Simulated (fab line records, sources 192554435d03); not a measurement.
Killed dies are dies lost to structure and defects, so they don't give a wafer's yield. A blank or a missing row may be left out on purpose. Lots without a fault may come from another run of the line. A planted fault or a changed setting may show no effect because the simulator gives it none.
Chamber matching | flow n5_finfet | N5_SD_EPI_N_ETCH_35 on rie_diel-04: 4 sister chambers
The step etches SOC in N2/H2, overetch 108 nm, time 486 s. 4 wafers are shown with their chamber, then 8 later ones without.

WAFERS WITH THEIR CHAMBER
wafer  | chamber | showerhead_plenum_p_Torr (Torr)
L084.2 | 1       | 2.52
L085.1 | 3       | 2.62
L085.3 | 0       | 2.54
L088.1 | 2       | 2.50

WAFERS WITHOUT THEIR CHAMBER
wafer  | showerhead_plenum_p_Torr (Torr)
L088.5 | 2.54
L088.6 | 2.62
L093.1 | 2.54
L093.3 | 2.51
L093.4 | 2.50
L097.1 | 2.51
L097.4 | 2.53
L097.5 | 2.51

WHICH CHAMBER EACH WENT THROUGH
wafer  | from the rows above     | in truth
L088.5 | 0                       | 0
L088.6 | 3                       | 3
L093.1 | 0                       | 0
L093.3 | can't be placed: 2 or 1 | 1
L093.4 | 2                       | 2
L097.1 | can't be placed: 2 or 1 | 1
L097.4 | can't be placed: 1 or 0 | 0
L097.5 | can't be placed: 2 or 1 | 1
Placed correctly: 4 of 8. Can't be placed from these rows: 4 (the true chamber is among the candidates in 4). Placed wrongly: 0.
How it was worked out, from the rows above alone: a wafer's distance from a chamber is the root of the sum, over the readings, of the square of ((its reading less the chamber's mean) divided by the reading's scatter). The wafer belongs to the nearest chamber; if the next one is less than 2 further off, it can't be placed. A chamber's mean is the mean of its shown wafers. The scatter: with one shown wafer a chamber, the root of the mean of the squares of how far each hidden wafer lies from its nearest shown one.
